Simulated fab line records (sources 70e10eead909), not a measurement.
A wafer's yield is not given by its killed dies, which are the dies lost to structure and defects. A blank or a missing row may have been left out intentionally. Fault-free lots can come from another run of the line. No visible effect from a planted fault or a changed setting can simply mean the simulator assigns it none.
Which tool was responsible? -- flow nandHarc -- 21 lots with 63 wafers sampled at 3 steps, on a route of 1302 steps

WHAT THE GAUGES SHOWED, per wafer
NHARC_A_CHANNEL_FILL_D2_INSPECT_13.
lot,measured,on,rawDefectCount
L074,day 15 06:05,defectInspect-01,258 319 372
L075,day 15 21:16,defectInspect-01,472 555 374
L076,day 16 06:39,defectInspect-01,337 336 327
L078,day 17 02:53,defectInspect-02,301 286 355
L080,day 17 23:54,defectInspect-02,861 427 510
L082,day 18 20:50,defectInspect-01,453 359 527
L083,day 19 16:58,defectInspect-01,423 507 460
L084,day 19 17:02,defectInspect-02,262 350 263
L085,day 20 02:36,defectInspect-02,410 456 414
L086,day 20 08:23,defectInspect-02,218 288 285
L088,day 21 09:46,defectInspect-01,631 398 484
L087,day 21 13:20,defectInspect-01,391 486 431
L089,day 21 23:07,defectInspect-01,219 267 259
L091,day 21 23:13,defectInspect-02,556 548 427
L090,day 22 11:43,defectInspect-02,322 231 248
L092,day 22 20:30,defectInspect-02,218 339 318
L093,day 23 06:33,defectInspect-02,330 415 260
L094,day 23 18:39,defectInspect-02,225 241 471
L096,day 24 07:20,defectInspect-02,441 317 414
L095,day 24 07:15,defectInspect-01,406 203 372
L097,day 25 08:43,defectInspect-02,299 464 322

TOOL THAT RAN EACH LOT (tool first, then ch and the chambers of the sampled wafers, then the start)
lot,NHARC_A_CHANNEL_HOLE_D2_XSEM_32,NHARC_A_CHANNEL_FILL_D2_STRIP_28
L074,"xsem-01 ch 0, day 13 04:53","rieDiel-05 ch 0,2,3, day 14 06:29"
L075,"xsem-02 ch 0, day 13 18:28","rieDiel-05 ch 0,1, day 14 19:05"
L076,"xsem-01 ch 0, day 14 06:14","rieDiel-08 ch 1,2, day 15 06:59"
L078,"xsem-02 ch 0, day 15 00:58","rieDiel-05 ch 0,3, day 16 01:58"
L080,"xsem-02 ch 0, day 15 21:52","rieDiel-08 ch 0,3, day 16 22:05"
L082,"xsem-02 ch 0, day 16 21:00","rieDiel-08 ch 0,1, day 17 21:19"
L083,"xsem-01 ch 0, day 17 15:37","rieDiel-13 ch 0,1, day 18 17:18"
L084,"xsem-02 ch 0, day 17 19:47","rieDiel-08 ch 0,3, day 18 17:17"
L085,"xsem-01 ch 0, day 18 02:08","rieDiel-05 ch 0,1,2, day 19 02:48"
L086,"xsem-02 ch 0, day 18 07:57","rieDiel-05 ch 0,1,2, day 19 08:40"
L088,"xsem-01 ch 0, day 19 09:30","rieDiel-13 ch 0,1, day 20 10:08"
L087,"xsem-02 ch 0, day 19 11:05","rieDiel-08 ch 1,2,3, day 20 10:06"
L089,"xsem-01 ch 0, day 19 22:52","rieDiel-08 ch 1,2, day 20 23:29"
L091,"xsem-02 ch 0, day 19 23:58","rieDiel-05 ch 2,3, day 20 23:29"
L090,"xsem-01 ch 0, day 20 03:02","rieDiel-08 ch 1,2,3, day 21 06:14"
L092,"xsem-01 ch 0, day 20 20:21","rieDiel-08 ch 0,2, day 21 21:10"
L093,"xsem-02 ch 0, day 21 05:04","rieDiel-08 ch 0,3, day 22 06:40"
L094,"xsem-01 ch 0, day 21 16:13","rieDiel-08 ch 1,2,3, day 22 17:55"
L096,"xsem-02 ch 0, day 22 05:40","rieDiel-05 ch 0,1,3, day 23 07:23"
L095,"xsem-01 ch 0, day 22 06:34","rieDiel-13 ch 0,1,3, day 23 07:25"
L097,"xsem-02 ch 0, day 23 06:49","rieDiel-05 ch 1,2,3, day 24 07:53"
- NHARC_A_CHANNEL_HOLE_D2_XSEM_32
- NHARC_A_CHANNEL_FILL_D2_STRIP_28: strips in O2, time 20 s.

WHAT THE TOOLS THEMSELVES READ (means of the sampled wafers that have a number; where no wafer has one, the mark that the record gives instead)
NHARC_A_CHANNEL_HOLE_D2_XSEM_32.
lot,tool,botCdNm (nm),bowNm (nm),tiltDeg (degrees)
L074,xsem-01,75.2,8.50,0.07
L075,xsem-02,74.2,8.33,0.09
L076,xsem-01,75.5,8.95,0.04
L078,xsem-02,74.8,8.55,0.06
L080,xsem-02,72.6,9.00,0.09
L082,xsem-02,73.8,9.13,0.14
L083,xsem-01,75.5,8.32,0.04
L084,xsem-02,74.0,8.29,0.08
L085,xsem-01,73.3,8.54,0.02
L086,xsem-02,72.9,8.63,0.09
L088,xsem-01,75.3,9.19,0.09
L087,xsem-02,72.8,8.81,0.10
L089,xsem-01,75.5,8.44,0.05
L091,xsem-02,73.5,8.45,0.12
L090,xsem-01,73.7,8.53,0.03
L092,xsem-01,74.3,8.44,0.10
L093,xsem-02,75.4,8.83,0.07
L094,xsem-01,74.4,8.20,0.09
L096,xsem-02,76.0,8.36,0.07
L095,xsem-01,76.5,8.33,0.05
L097,xsem-02,73.3,8.58,0.11

NHARC_A_CHANNEL_FILL_D2_STRIP_28.
lot,tool,chamberPressureMTorr (mTorr),drypumpMotorCurrentA (A),oesProductAu (a.u.),rfVppV (V),showerheadPlenumPTorr (Torr),throttleValvePct (%)
L074,rieDiel-05,59.93,5.9,1.002,58.2,3.55,17.036
L075,rieDiel-05,60.01,5.7,1.027,58.1,3.42,17.046
L076,rieDiel-08,60.00,5.4,1.001,57.9,3.70,17.045
L078,rieDiel-05,59.98,5.8,1.021,58.2,3.51,17.048
L080,rieDiel-08,60.03,5.7,1.013,57.5,3.47,17.032
L082,rieDiel-08,60.05,5.7,0.991,57.5,3.60,17.033
L083,rieDiel-13,59.98,5.4,1.014,57.0,3.29,17.039
L084,rieDiel-08,60.00,5.7,1.011,58.0,3.47,17.042
L085,rieDiel-05,60.01,5.9,1.015,56.8,3.46,17.037
L086,rieDiel-05,60.03,5.8,1.008,57.7,3.46,17.027
L088,rieDiel-13,59.99,5.4,1.017,58.0,3.29,17.035
L087,rieDiel-08,60.02,5.5,0.990,58.5,3.57,17.039
L089,rieDiel-08,59.97,5.6,0.996,58.3,3.66,17.038
L091,rieDiel-05,60.05,6.1,1.022,58.0,3.68,17.033
L090,rieDiel-08,60.00,5.5,0.997,57.9,3.57,17.043
L092,rieDiel-08,59.96,5.4,1.002,58.5,3.67,17.031
L093,rieDiel-08,59.98,5.6,1.008,57.6,3.41,17.034
L094,rieDiel-08,59.96,5.5,1.002,58.2,3.57,17.035
L096,rieDiel-05,60.04,5.9,1.010,57.7,3.55,17.034
L095,rieDiel-13,60.00,5.6,1.009,56.9,3.31,17.032
L097,rieDiel-05,60.03,6.0,1.005,57.8,3.59,17.043

THE ANSWER, worked out from the rows above alone
Rule: the usual values come from the lots themselves. The widest of any qualifying gaps counts: lots, ordered by their means at a reading, are off when they make up no more than a third of the lots, leave a main group of 4 or more, and stand apart from it by 3 or more times the standard deviation of that group's means. The tables above print the reading to a certain number of digits; a main group whose means all agree to those digits is not used. A lot without any number at a reading at which 4 lots or more have one is off too. Any other lot the step has rows for is counted as sound. First the gauges in route order, then the tools' own readings, where a lot's mean is used as printed above. The first step at which some lot is off is used, and at that step the reading that is off furthest; a lot without a number counts as furthest.
No lot is off at any reading shown: from this, nothing can be told.

WHAT THE SIMULATOR PUT IN
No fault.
